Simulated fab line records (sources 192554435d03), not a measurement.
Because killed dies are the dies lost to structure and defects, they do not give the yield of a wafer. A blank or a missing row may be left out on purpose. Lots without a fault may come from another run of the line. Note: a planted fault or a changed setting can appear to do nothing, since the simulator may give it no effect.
Which tool did it? ; flow n5Finfet ; 72 wafers from 24 lots sampled at 6 of the route's 1938 steps

WHAT EACH GAUGE READ, for each wafer
N5_BEOL_M12_CD_MEAS_10: the cd target is 140 nm.
lot;measured;on;cdNm (nm)
L075;day 13 06:23;cdSem-03;140.8 141.3 141.3
L074;day 13 15:02;cdSem-02;139.3 140.8 139.4
L076;day 13 22:14;cdSem-02;145.1 144.0 147.0
L077;day 14 04:57;cdSem-01;143.2 144.3 143.1
L080;day 14 17:23;cdSem-01;140.6 142.8 142.9
L081;day 14 20:26;cdSem-01;141.3 142.2 143.5
L079;day 15 06:58;cdSem-03;140.0 140.8 143.3
L082;day 15 10:17;cdSem-01;139.2 139.6 141.1
L083;day 15 09:33;cdSem-01;141.7 140.3 142.6
L078;day 15 13:08;cdSem-01;143.6 141.7 145.4
L085;day 15 23:47;cdSem-01;137.5 141.8 140.2
L086;day 16 06:54;cdSem-03;142.4 141.7 140.2
L084;day 16 16:07;cdSem-01;144.1 141.5 144.5
L088;day 16 23:02;cdSem-02;139.1 142.7 141.1
L089;day 16 22:18;cdSem-03;143.9 143.7 141.7
L087;day 17 08:15;cdSem-03;145.8 143.4 145.2
L091;day 17 09:37;cdSem-03;140.1 141.5 141.7
L090;day 18 03:40;cdSem-03;144.7 148.5 145.1
L093;day 18 10:29;cdSem-03;142.2 147.0 145.5
L094;day 18 15:19;cdSem-01;141.2 141.1 139.5
L092;day 18 19:17;cdSem-01;142.5 142.7 138.8
L097;day 19 04:58;cdSem-02;142.5 141.9 141.3
L096;day 19 06:16;cdSem-02;142.0 145.9 141.2
L095;day 20 14:59;cdSem-02;142.5 138.5 143.5

WHAT TOOL EACH LOT RAN ON (gives the tool, then ch and the chambers of the sampled wafers, and finally the start)
lot;N5_BEOL_M10_ETCH_65;N5_BEOL_M10_ETCH_66;N5_BEOL_M10_TRENCH_ETCH_37;N5_BEOL_M10_ALD_74;N5_BEOL_M11_ILD_DEP_00
L075;rieDiel-04 ch 0,2,3, day 12 19:44;rieDiel-04 ch 0,2,3, day 12 19:47;rieDiel-04 ch 0,2,3, day 12 22:39 or earlier;aldMetal-03 ch 1,2,3, day 12 22:39;pecvd-04 ch 0,1,2, day 13 00:36
L074;rieDiel-04 ch 1,2,3, day 13 00:19;rieDiel-04 ch 1,2,3, day 13 00:22;rieDiel-04 ch 1,2,3, day 13 03:16 or earlier;aldMetal-04 ch 1,3, day 13 03:16;pecvd-01 ch 0,1,2, day 13 05:05
L076;rieDiel-01 ch 2,3, day 13 10:32;rieDiel-01 ch 2,3, day 13 10:35;rieDiel-01 ch 2,3, day 13 11:57 or earlier;aldMetal-04 ch 0,1,2, day 13 11:57;pecvd-04 ch 0,1, day 13 14:26
L077;rieDiel-05 ch 0,1, day 13 17:14;rieDiel-05 ch 0,1, day 13 17:17;rieDiel-05 ch 0,1, day 13 18:24 or earlier;aldMetal-04 ch 1,2, day 13 18:24;pecvd-03 ch 0,1,2, day 13 20:21
L080;rieDiel-05 ch 1,2,3, day 14 02:35;rieDiel-05 ch 1,2,3, day 14 02:38;rieDiel-05 ch 1,2,3, day 14 04:59 or earlier;aldMetal-02 ch 1,2, day 14 04:59;pecvd-01 ch 1,2, day 14 06:37
L081;rieDiel-04 ch 0,2, day 14 10:00;rieDiel-04 ch 0,2, day 14 10:03;rieDiel-04 ch 0,2, day 14 11:07 or earlier;aldMetal-03 ch 0,3, day 14 11:07;pecvd-04 ch 0,2, day 14 13:10
L079;rieDiel-04 ch 0,1,3, day 14 16:29;rieDiel-04 ch 0,1,3, day 14 16:32;rieDiel-04 ch 0,1,3, day 14 18:13 or earlier;aldMetal-02 ch 0,1,2, day 14 18:13;pecvd-01 ch 0,1,2, day 14 19:58
L082;rieDiel-01 ch 0,1,3, day 14 19:55;rieDiel-01 ch 0,1,3, day 14 19:58;rieDiel-01 ch 0,1,3, day 14 22:56 or earlier;aldMetal-02 ch 0,2,3, day 14 22:56;pecvd-01 ch 0,2, day 15 00:40
L083;rieDiel-04 ch 0,2,3, day 14 22:43;rieDiel-04 ch 0,2,3, day 14 22:46;rieDiel-04 ch 0,2,3, day 14 23:50 or earlier;aldMetal-04 ch 1,2,3, day 14 23:50;pecvd-01 ch 0,1,2, day 15 01:58
L078;rieDiel-01 ch 0,1,3, day 14 22:54;rieDiel-01 ch 0,1,3, day 14 22:57;rieDiel-01 ch 0,1,3, day 15 00:05 or earlier;aldMetal-03 ch 0,2,3, day 15 00:05;pecvd-01 ch 0,2, day 15 05:11
L085;rieDiel-05 ch 0,1,2, day 15 13:43;rieDiel-05 ch 0,1,2, day 15 13:46;rieDiel-05 ch 0,1,2, day 15 15:49 or earlier;aldMetal-04 ch 0,1,3, day 15 15:49;pecvd-01 ch 0,1,2, day 15 17:39
L086;rieDiel-01 ch 1,3, day 15 16:13;rieDiel-01 ch 1,3, day 15 16:16;rieDiel-01 ch 1,3, day 15 17:40 or earlier;aldMetal-03 ch 0,3, day 15 17:40;pecvd-04 ch 0,1, day 15 19:32
L084;rieDiel-01 ch 1,3, day 16 03:10;rieDiel-01 ch 1,3, day 16 03:13;rieDiel-01 ch 1,3, day 16 04:21 or earlier;aldMetal-04 ch 0,1,3, day 16 04:21;pecvd-03 ch 0,2, day 16 06:32
L088;rieDiel-01 ch 2,3, day 16 08:14;rieDiel-01 ch 2,3, day 16 08:17;rieDiel-01 ch 2,3, day 16 09:46 or earlier;aldMetal-04 ch 0,3, day 16 09:46;pecvd-04 ch 0,1, day 16 11:44
L089;rieDiel-04 ch 0,1, day 16 08:32;rieDiel-04 ch 0,1, day 16 08:35;rieDiel-04 ch 0,1, day 16 10:42 or earlier;aldMetal-04 ch 0,3, day 16 10:42;pecvd-04 ch 0,1, day 16 12:25
L087;rieDiel-04 ch 2,3, day 16 18:06;rieDiel-04 ch 2,3, day 16 18:09;rieDiel-04 ch 2,3, day 16 19:20 or earlier;aldMetal-03 ch 0,1,3, day 16 19:20;pecvd-01 ch 0,1,2, day 16 21:48
L091;rieDiel-05 ch 0,1,3, day 16 18:25;rieDiel-05 ch 0,1,3, day 16 18:28;rieDiel-05 ch 0,1,3, day 16 20:34 or earlier;aldMetal-04 ch 0,1,2, day 16 20:34;pecvd-01 ch 0,1,2, day 16 22:06
L090;rieDiel-05 ch 1,2,3, day 17 15:05;rieDiel-05 ch 1,2,3, day 17 15:08;rieDiel-05 ch 1,2,3, day 17 17:58 or earlier;aldMetal-03 ch 1,2, day 17 17:58;pecvd-01 ch 1,2, day 17 19:55
L093;rieDiel-05 ch 0,1,3, day 17 20:27;rieDiel-05 ch 0,1,3, day 17 20:30;rieDiel-05 ch 0,1,3, day 17 21:52 or earlier;aldMetal-03 ch 2,3, day 17 21:52;pecvd-04 ch 0,2, day 18 00:53
L094;rieDiel-05 ch 1,2,3, day 17 23:20;rieDiel-05 ch 1,2,3, day 17 23:23;rieDiel-05 ch 1,2,3, day 18 01:56 or earlier;aldMetal-02 ch 0,1,3, day 18 01:56;pecvd-04 ch 0,2, day 18 03:40
L092;rieDiel-05 ch 2,3, day 18 04:50;rieDiel-05 ch 2,3, day 18 04:53;rieDiel-05 ch 2,3, day 18 06:07 or earlier;aldMetal-03 ch 0,1, day 18 06:07;pecvd-01 ch 1,2, day 18 08:28
L097;rieDiel-04 ch 0,1,3, day 18 17:59;rieDiel-04 ch 0,1,3, day 18 18:02;rieDiel-04 ch 0,1,3, day 18 19:07 or earlier;aldMetal-03 ch 0,1,3, day 18 19:07;pecvd-01 ch 0,1, day 18 20:36
L096;rieDiel-04 ch 1,2,3, day 18 18:39;rieDiel-04 ch 1,2,3, day 18 18:42;rieDiel-04 ch 1,2,3, day 18 19:44 or earlier;aldMetal-03 ch 0,1,2, day 18 19:44;pecvd-01 ch 1,2, day 18 21:40
L095;rieDiel-05 ch 2,3, day 20 01:16;rieDiel-05 ch 2,3, day 20 01:19;rieDiel-05 ch 2,3, day 20 03:22 or earlier;aldMetal-04 ch 2,3, day 20 03:22;pecvd-01 ch 0,2, day 20 05:26
- N5_BEOL_M10_ETCH_65: etches SiARC in CF4, target depth 39 nm, time 65 s.
- N5_BEOL_M10_ETCH_66: etches SOC in N2/H2, target depth 120 nm, overetch 24 nm, time 180 s.
- N5_BEOL_M10_TRENCH_ETCH_37: etches SiCOH lowk in C4F6/O2, target depth 148.83 nm, time 48 s.
- N5_BEOL_M10_ALD_74: deposits TaN, target thk 2 nm, pulse time 2 s, purge time 3 s.
- N5_BEOL_M11_ILD_DEP_00: deposits SiCOH lowk from DEMS/porogen, target thk 308.51 nm, time 58 s.

WHAT THE TOOLS THEMSELVES READ (means of the sampled wafers that have a number; where no wafer has one, the mark that the record gives instead)
N5_BEOL_M10_ETCH_65.
lot;tool;drypumpMotorCurrentA (A);etchRfOnTimeS (s);oesProductAu (a.u.);rfVppV (V);showerheadPlenumPTorr (Torr);throttleValvePct (%)
L075;rieDiel-04;5.7;66.9;0.67;184.3;2.15;15.34
L074;rieDiel-04;5.9;66.5;0.63;184.0;2.16;15.49
L076;rieDiel-01;5.4;64.5;0.75;184.8;2.22;15.22
L077;rieDiel-05;6.0;67.2;0.67;184.1;2.12;15.44
L080;rieDiel-05;5.7;65.2;0.68;183.6;2.11;15.41
L081;rieDiel-04;5.2;68.2;0.65;183.8;2.12;15.30
L079;rieDiel-04;6.2;64.9;0.76;183.8;2.15;15.35
L082;rieDiel-01;5.4;65.8;0.62;184.2;2.13;15.59
L083;rieDiel-04;5.7;65.8;0.72;183.9;2.14;15.24
L078;rieDiel-01;5.4;65.7;0.61;184.9;2.13;15.60
L085;rieDiel-05;5.7;66.2;0.63;184.1;2.13;15.49
L086;rieDiel-01;5.3;65.8;0.61;184.9;2.15;15.53
L084;rieDiel-01;5.3;65.3;0.62;183.6;2.15;15.56
L088;rieDiel-01;5.3;64.4;0.71;185.4;2.21;15.28
L089;rieDiel-04;6.2;64.8;0.71;183.9;2.14;15.55
L087;rieDiel-04;5.5;67.6;0.64;183.3;2.14;15.29
L091;rieDiel-05;5.7;67.2;0.66;184.2;2.11;15.50
L090;rieDiel-05;5.7;65.8;0.66;182.0;2.10;15.45
L093;rieDiel-05;5.6;67.5;0.66;183.4;2.11;15.53
L094;rieDiel-05;5.7;66.2;0.65;183.4;2.10;15.46
L092;rieDiel-05;5.3;66.3;0.67;182.9;2.10;15.49
L097;rieDiel-04;6.2;63.7;0.71;184.5;2.14;15.41
L096;rieDiel-04;5.9;65.3;0.67;184.6;2.14;15.44
L095;rieDiel-05;5.3;66.4;0.65;183.2;2.10;15.53

N5_BEOL_M10_ETCH_66.
lot;tool;drypumpMotorCurrentA (A);oesProductAu (a.u.);rfVppV (V);showerheadPlenumPTorr (Torr);throttleValvePct (%)
L075;rieDiel-04;5.7;0.64;524.3;2.54;17.44
L074;rieDiel-04;5.9;0.61;524.6;2.57;17.71
L076;rieDiel-01;5.3;0.71;525.6;2.63;17.33
L077;rieDiel-05;6.0;0.65;522.1;2.49;17.54
L080;rieDiel-05;5.7;0.65;523.0;2.49;17.55
L081;rieDiel-04;5.2;0.63;523.3;2.51;17.42
L079;rieDiel-04;6.2;0.72;523.9;2.55;17.51
L082;rieDiel-01;5.4;0.59;523.4;2.55;17.89
L083;rieDiel-04;5.8;0.69;523.5;2.53;17.37
L078;rieDiel-01;5.4;0.58;523.4;2.55;17.89
L085;rieDiel-05;5.7;0.61;522.6;2.50;17.56
L086;rieDiel-01;5.3;0.59;524.3;2.60;17.96
L084;rieDiel-01;5.2;0.58;524.5;2.60;17.98
L088;rieDiel-01;5.4;0.67;525.6;2.61;17.37
L089;rieDiel-04;6.2;0.67;524.7;2.54;17.76
L087;rieDiel-04;5.4;0.62;523.7;2.54;17.51
L091;rieDiel-05;5.6;0.64;522.9;2.48;17.63
L090;rieDiel-05;5.7;0.63;521.9;2.48;17.59
L093;rieDiel-05;5.6;0.63;522.2;2.48;17.65
L094;rieDiel-05;5.7;0.63;521.9;2.47;17.60
L092;rieDiel-05;5.3;0.63;522.2;2.47;17.66
L097;rieDiel-04;6.2;0.67;524.1;2.53;17.57
L096;rieDiel-04;5.9;0.62;524.2;2.56;17.69
L095;rieDiel-05;5.3;0.62;521.8;2.47;17.68

N5_BEOL_M10_TRENCH_ETCH_37.
lot;tool;drypumpMotorCurrentA (A);oesProductAu (a.u.);rfVppV (V);showerheadPlenumPTorr (Torr);throttleValvePct (%)
L075;rieDiel-04;5.7;0.79;664;2.86;20.66
L074;rieDiel-04;5.9;0.74;672;2.88;20.79
L076;rieDiel-01;5.3;0.88;664;2.95;20.58
L077;rieDiel-05;6.0;0.79;651;2.81;20.73
L080;rieDiel-05;5.7;0.79;669;2.81;20.73
L081;rieDiel-04;5.2;0.77;683;2.84;20.68
L079;rieDiel-04;6.2;0.90;666;2.87;20.73
L082;rieDiel-01;5.4;0.72;666;2.83;20.89
L083;rieDiel-04;5.7;0.84;664;2.85;20.60
L078;rieDiel-01;5.4;0.71;665;2.83;20.88
L085;rieDiel-05;5.7;0.74;663;2.83;20.80
L086;rieDiel-01;5.3;0.72;663;2.87;20.84
L084;rieDiel-01;5.2;0.72;662;2.87;20.85
L088;rieDiel-01;5.4;0.83;663;2.94;20.62
L089;rieDiel-04;6.2;0.83;684;2.86;20.98
L087;rieDiel-04;5.5;0.76;670;2.85;20.61
L091;rieDiel-05;5.6;0.77;665;2.80;20.78
L090;rieDiel-05;5.7;0.77;668;2.79;20.78
L093;rieDiel-05;5.7;0.77;665;2.79;20.79
L094;rieDiel-05;5.7;0.77;669;2.79;20.77
L092;rieDiel-05;5.3;0.78;683;2.79;20.79
L097;rieDiel-04;6.3;0.83;665;2.85;20.78
L096;rieDiel-04;5.9;0.78;670;2.85;20.77
L095;rieDiel-05;5.3;0.77;683;2.78;20.81

N5_BEOL_M10_ALD_74.
lot;tool;heaterPowerW (W);mfcCarrierSccm (sccm)
L075;aldMetal-03;423;1497
L074;aldMetal-04;414;1503
L076;aldMetal-04;405;1497
L077;aldMetal-04;401;1503
L080;aldMetal-02;383;1495
L081;aldMetal-03;424;1496
L079;aldMetal-02;409;1501
L082;aldMetal-02;431;1501
L083;aldMetal-04;424;1501
L078;aldMetal-03;426;1499
L085;aldMetal-04;405;1502
L086;aldMetal-03;426;1493
L084;aldMetal-04;409;1508
L088;aldMetal-04;426;1501
L089;aldMetal-04;433;1497
L087;aldMetal-03;408;1504
L091;aldMetal-04;396;1496
L090;aldMetal-03;410;1503
L093;aldMetal-03;442;1501
L094;aldMetal-02;451;1502
L092;aldMetal-03;391;1500
L097;aldMetal-03;410;1497
L096;aldMetal-03;408;1498
L095;aldMetal-04;464;1500

N5_BEOL_M11_ILD_DEP_00.
lot;tool;heaterPowerW (W);showerheadPlenumPTorr (Torr);throttleValvePct (%)
L075;pecvd-04;356;5.732;14.0
L074;pecvd-01;370;5.733;14.0
L076;pecvd-04;332;5.733;14.0
L077;pecvd-03;332;5.731;13.5
L080;pecvd-01;374;5.741;13.8
L081;pecvd-04;341;5.728;13.3
L079;pecvd-01;357;5.729;14.1
L082;pecvd-01;317;5.719;14.2
L083;pecvd-01;341;5.732;14.1
L078;pecvd-01;334;5.715;13.8
L085;pecvd-01;350;5.731;14.1
L086;pecvd-04;353;5.733;14.3
L084;pecvd-03;311;5.727;13.5
L088;pecvd-04;343;5.740;14.9
L089;pecvd-04;310;5.739;14.8
L087;pecvd-01;338;5.722;14.0
L091;pecvd-01;343;5.720;14.1
L090;pecvd-01;343;5.733;13.5
L093;pecvd-04;328;5.747;13.3
L094;pecvd-04;319;5.740;13.4
L092;pecvd-01;361;5.741;13.9
L097;pecvd-01;348;5.737;14.3
L096;pecvd-01;363;5.725;13.6
L095;pecvd-01;355;5.715;13.7

THE ANSWER, worked out from the rows above alone
Rule: the lots themselves supply what counts as usual. Put in order of their means at a reading, lots are off if they are a third of the lots or fewer, leave a main group of 4 or more, and stand apart from it by a gap of 3 or more times the standard deviation of the main group's means; of several such gaps the widest counts. If all means in a main group match to the digits the tables above print for the reading, that group is not used. A lot without any number at a reading at which 4 lots or more have one is off too. Where the step has rows for the other lots, those lots are counted as sound. The gauges are gone through in route order, then the tools' own readings, and for those a lot's mean is taken as printed above. The first step at which some lot is off is used, and at that step the reading that is off furthest; a lot without a number counts as furthest.
No lot is off at any reading shown: from this, nothing can be told.

WHAT THE SIMULATOR HAD PUT IN
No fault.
